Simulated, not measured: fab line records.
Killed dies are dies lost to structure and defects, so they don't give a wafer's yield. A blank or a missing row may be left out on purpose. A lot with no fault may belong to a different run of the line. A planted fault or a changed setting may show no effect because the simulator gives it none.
Chamber matching / flow n5-finfet / rie-diel-04 running N5_HKMG_FIN_STRIP_34: 4 sister chambers
The step strips in CF4. 8 wafers are shown with their chamber, then 8 later ones without.

== WAFERS, EACH WITH ITS CHAMBER ==
wafer=L075.5; chamber=0; throttle-valve-pct (%)=13.56; oes-product-au (a.u.)=0.77
wafer=L077.1; chamber=0; throttle-valve-pct (%)=13.56; oes-product-au (a.u.)=0.77
wafer=L087.2; chamber=2; throttle-valve-pct (%)=13.87; oes-product-au (a.u.)=0.69
wafer=L087.4; chamber=3; throttle-valve-pct (%)=13.69; oes-product-au (a.u.)=0.86
wafer=L088.2; chamber=3; throttle-valve-pct (%)=13.68; oes-product-au (a.u.)=0.85
wafer=L088.5; chamber=2; throttle-valve-pct (%)=13.88; oes-product-au (a.u.)=0.70
wafer=L088.6; chamber=1; throttle-valve-pct (%)=13.36; oes-product-au (a.u.)=0.86
wafer=L089.2; chamber=1; throttle-valve-pct (%)=13.34; oes-product-au (a.u.)=0.85

== WAFERS WITHOUT THEIR CHAMBER ==
wafer=L089.3; throttle-valve-pct (%)=13.61; oes-product-au (a.u.)=0.75
wafer=L089.6; throttle-valve-pct (%)=13.87; oes-product-au (a.u.)=0.69
wafer=L090.1; throttle-valve-pct (%)=13.36; oes-product-au (a.u.)=0.84
wafer=L090.2; throttle-valve-pct (%)=13.62; oes-product-au (a.u.)=0.75
wafer=L090.3; throttle-valve-pct (%)=13.70; oes-product-au (a.u.)=0.84
wafer=L097.2; throttle-valve-pct (%)=13.93; oes-product-au (a.u.)=0.68
wafer=L097.3; throttle-valve-pct (%)=13.74; oes-product-au (a.u.)=0.83
wafer=L097.6; throttle-valve-pct (%)=13.91; oes-product-au (a.u.)=0.68

== THE CHAMBER EACH PASSED THROUGH ==
wafer=L089.3; from the rows above=0; in truth=0
wafer=L089.6; from the rows above=2; in truth=2
wafer=L090.1; from the rows above=1; in truth=1
wafer=L090.2; from the rows above=0; in truth=0
wafer=L090.3; from the rows above=3; in truth=3
wafer=L097.2; from the rows above=2; in truth=2
wafer=L097.3; from the rows above=3; in truth=3
wafer=L097.6; from the rows above=2; in truth=2
Correct placement for 8 of the 8. Left unplaced by these rows: 0. 0 placed wrongly.
How it was worked out, from the rows above alone: a wafer's distance from a chamber is the root of the sum, over the readings, of the square of ((its reading less the chamber's mean) divided by the reading's scatter). The wafer belongs to the nearest chamber; if the next one is less than 2 further off, it can't be placed. The mean given for a chamber averages the wafers shown for that chamber. The scatter is the square root of a quotient: the sum, over the shown wafers, of each reading's squared deviation from its chamber's mean, divided by wafers minus chambers.
